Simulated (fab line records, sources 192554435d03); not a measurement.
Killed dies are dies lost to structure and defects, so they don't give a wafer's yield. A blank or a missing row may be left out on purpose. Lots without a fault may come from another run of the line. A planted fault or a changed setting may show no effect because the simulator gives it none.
A struck lot beside a sound one | flow n5_finfet | 16 steps out of a route of 1938
Sound: wafers L436.2, L436.3, L436.6. Struck: wafers L448.2, L448.4, L448.6. The cause comes at the end.
At each step with rows: each side's tool, then ch and its chambers, then its first start. Under that, the readings that differ: sound wafers | struck wafers | difference of the means | sigmas: that difference in standard deviations of wafers without a fault.
alike: readings whose means differ by less than 2 such deviations, and words and numbers that are the same on both sides. not compared: withheld readings, readings that some wafer has no value for, bounds like >300 that may hide the same value, and numbers for which the record gives no deviation and whose values overlap.
The two part at a step that has a row with sigmas, a row that says differs or no value, or rows on one side only. Numbers that don't overlap but have no deviation are shown without sigmas and don't part them. A reading that every wafer of one side lacks parts them only if that side has two wafers or more.

first, 6 steps without rows for these wafers: N5_BEOL_M2_COAT_22 (resist thk 30 nm); N5_BEOL_M2_EBR_24; N5_BEOL_M2_SOFTBAKE_23 (time 60 s); N5_BEOL_M2_EXPOSE_25 (exposes mask V1, defocus 5 nm); N5_BEOL_M2_PEB_26 (peb time 60 s); N5_BEOL_M2_DEVELOP_27 (develop time 30 s).
N5_BEOL_M2_CD_MEAS_28: target cd 26.2 nm, target cd y 24.1 nm.
  sound on cd_sem-01 ch 0, day 7 16:49; struck on cd_sem-02 ch 0, day 10 17:57
  alike: cd_nm
N5_BEOL_M2_OVL_MEAS_29:
  sound on overlay-01 ch 0, day 7 16:51; struck on overlay-01 ch 0, day 10 17:59
  alike: V1_OVL
N5_BEOL_M2_INSPECT_30: inspects for defects (brightfield).
  sound on defect_inspect-01, day 7 16:55; struck on defect_inspect-01, day 10 18:02
  alike: raw_defect_count
N5_BEOL_M2_DESCUM_33: chemistry O2, time 7 s.
  sound on rie_diel-04 ch 0,1,3, day 7 16:56; struck on rie_diel-06 ch 1,2,3, day 10 18:04
  reading                     | sound             | struck            | difference | sigmas
  drypump_motor_current_A (A) | 5.4 5.3 5.3       | 6.4 6.4 5.7       | +0.8       | +2
  throttle_valve_pct (%)      | 20.52 20.64 20.88 | 20.04 20.37 20.02 | -0.54      | -3
  alike: oes_product_au, rf_vpp_V, showerhead_plenum_p_Torr
  not compared: rf_hours_counter_h
N5_BEOL_M2_ETCH_77: etches underlayer in N2/H2, target depth 6.5 nm, time 5.2 s.
  sound on rie_diel-04 ch 0,1,3, day 7 16:58; struck on rie_diel-06 ch 1,2,3, day 10 18:07
  reading                     | sound             | struck            | difference | sigmas
  drypump_motor_current_A (A) | 5.4 5.3 5.3       | 6.5 6.4 5.7       | +0.9       | +2
  throttle_valve_pct (%)      | 18.23 18.00 18.12 | 17.37 17.46 17.56 | -0.65      | -2
  alike: etch_rf_on_time_s, oes_product_au, rf_vpp_V, showerhead_plenum_p_Torr
  not compared: rf_hours_counter_h
N5_BEOL_M2_ETCH_69: etches SiARC in CF4, target depth 15.6 nm, time 26 s.
  sound on rie_diel-04 ch 0,1,3, day 7 16:59; struck on rie_diel-06 ch 1,2,3, day 10 18:07
  reading                     | sound             | struck            | difference | sigmas
  drypump_motor_current_A (A) | 5.4 5.3 5.3       | 6.5 6.4 5.7       | +0.9       | +2
  throttle_valve_pct (%)      | 15.77 15.93 15.99 | 15.29 15.32 15.31 | -0.59      | -2
  alike: cf4_flow_sccm, etch_rf_on_time_s, oes_product_au, rf_vpp_V, showerhead_plenum_p_Torr
  not compared: rf_hours_counter_h
N5_BEOL_M2_ALD_98: deposits SiO2, target thk 2.5 nm, pulse time 1 s, co reactant pulse time 1 s.
  sound on ald_sin-04 ch 0,3, day 7 17:27; struck on ald_sin-02 ch 0,1,3, day 10 18:21
  reading              | sound               | struck            | difference | sigmas
  susceptor_temp_C (C) | 100.04 100.25 99.99 | 96.71 96.70 96.45 | -3.47      | -32
  alike: heater_power_w, precursor_pulse_height_rel
N5_BEOL_M2_ETCHBACK_99: etches SiO2 in CHF3, target depth 5 nm, time 10.4 s.
  sound on rie_diel-05 ch 1,2,3, day 8 00:08; struck on rie_diel-06 ch 0,1,3, day 11 09:37
  alike: drypump_motor_current_A, oes_product_au, rf_vpp_V, showerhead_plenum_p_Torr, throttle_valve_pct
  not compared: rf_hours_counter_h
N5_BEOL_M4_RC_MEAS_101:
  sound on prober-01 ch 0, day 9 03:59; struck on prober-02 ch 0, day 12 20:07
  alike: DIBL_N, DIBL_P, IOFF_N, IOFF_P, ION_N, ION_P, SS_N, SS_P, VT_N, VT_P
-- the record jumps here: 5 days lie between the struck wafers' starts before and after (it left off in module BEOL_M4 and takes up again in module PASSIVATION, whose first step shown is number 1936 of the route) --
N5_PASSIVATION_PROBE_49:
  the record has rows for the struck wafers here (prober-02, day 17 10:42) and none for the sound ones

WHERE THEY PART
First at N5_BEOL_M2_DESCUM_33; last, within this record, at N5_PASSIVATION_PROBE_49.

WHY: what the simulator had put in
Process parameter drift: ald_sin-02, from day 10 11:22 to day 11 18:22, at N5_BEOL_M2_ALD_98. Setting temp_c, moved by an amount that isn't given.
